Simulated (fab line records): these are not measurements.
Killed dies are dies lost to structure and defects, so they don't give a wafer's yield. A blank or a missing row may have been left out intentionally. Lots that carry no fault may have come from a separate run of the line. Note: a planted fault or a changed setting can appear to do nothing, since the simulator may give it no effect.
Matching of chambers / flow n5 finfet / N5_BEOL_M7_CURE_74 on uv cure-02: 3 sister chambers
The step cures SiCOH lowk, time 240 s. 14 wafers are shown with their chamber, then 7 later ones without.

## WAFERS, EACH WITH ITS CHAMBER
wafer=L080.1; chamber=1; wafer_temp_C_max=387.1; lamp power pct (%)=52.20
wafer=L080.3; chamber=1; wafer_temp_C_max=388.1; lamp power pct (%)=52.40
wafer=L080.4; chamber=1; wafer_temp_C_max=387.4; lamp power pct (%)=52.26
wafer=L079.1; chamber=1; wafer_temp_C_max=387.9; lamp power pct (%)=52.38
wafer=L079.4; chamber=1; wafer_temp_C_max=387.3; lamp power pct (%)=52.36
wafer=L079.5; chamber=1; wafer_temp_C_max=387.2; lamp power pct (%)=52.35
wafer=L079.2; chamber=1; wafer_temp_C_max=387.9; lamp power pct (%)=52.33
wafer=L079.3; chamber=1; wafer_temp_C_max=387.0; lamp power pct (%)=52.33
wafer=L079.6; chamber=1; wafer_temp_C_max=387.7; lamp power pct (%)=52.29
wafer=L082.2; chamber=2; wafer_temp_C_max=386.6; lamp power pct (%)=52.23
wafer=L082.4; chamber=2; wafer_temp_C_max=387.4; lamp power pct (%)=52.37
wafer=L082.5; chamber=2; wafer_temp_C_max=386.9; lamp power pct (%)=52.39
wafer=L083.3; chamber=0; wafer_temp_C_max=386.7; lamp power pct (%)=52.32
wafer=L083.4; chamber=0; wafer_temp_C_max=386.9; lamp power pct (%)=52.31

SIGNATURES, as means of the wafers listed above
reading=wafer_temp_C_max; chamber 0=386.800; chamber 1=387.511; chamber 2=386.967; scatter within a chamber=0.383
reading=lamp power pct; chamber 0=52.3150; chamber 1=52.3222; chamber 2=52.3300; scatter within a chamber=0.0652
Rule: distance of a wafer from a chamber = root of the sum over the readings of ((wafer's reading minus chamber's mean) / reading's scatter) squared. If the next closest chamber is less than 2 further off than the closest, the wafer can't be placed; otherwise it belongs to the closest. The scatter: the root of (the sum of the squares of (reading less its chamber's mean) over the shown wafers, divided by (wafers less chambers)).

## WAFERS WHOSE CHAMBER IS MISSING
wafer=L083.5; wafer_temp_C_max=386.7; lamp power pct (%)=52.35
wafer=L085.2; wafer_temp_C_max=387.7; lamp power pct (%)=52.33
wafer=L085.4; wafer_temp_C_max=388.6; lamp power pct (%)=52.13
wafer=L085.5; wafer_temp_C_max=387.2; lamp power pct (%)=52.35
wafer=L086.2; wafer_temp_C_max=386.5; lamp power pct (%)=52.35
wafer=L086.3; wafer_temp_C_max=386.2; lamp power pct (%)=52.27
wafer=L086.6; wafer_temp_C_max=386.5; lamp power pct (%)=52.40

## WHICH CHAMBER EACH WENT THROUGH
wafer=L083.5; from the rows above=can't be placed: 0 or 2 or 1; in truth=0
wafer=L085.2; from the rows above=can't be placed: 1 or 2 or 0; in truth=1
wafer=L085.4; from the rows above=can't be placed: 1 or 2 or 0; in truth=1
wafer=L085.5; from the rows above=can't be placed: 2 or 1 or 0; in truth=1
wafer=L086.2; from the rows above=can't be placed: 0 or 2 or 1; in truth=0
wafer=L086.3; from the rows above=can't be placed: 0 or 2 or 1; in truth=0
wafer=L086.6; from the rows above=can't be placed: 0 or 2 or 1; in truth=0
Placed correctly: 0 of 7. Cannot be placed on the basis of these rows: 7; the candidates contain the true chamber in 7. 0 placed wrongly.
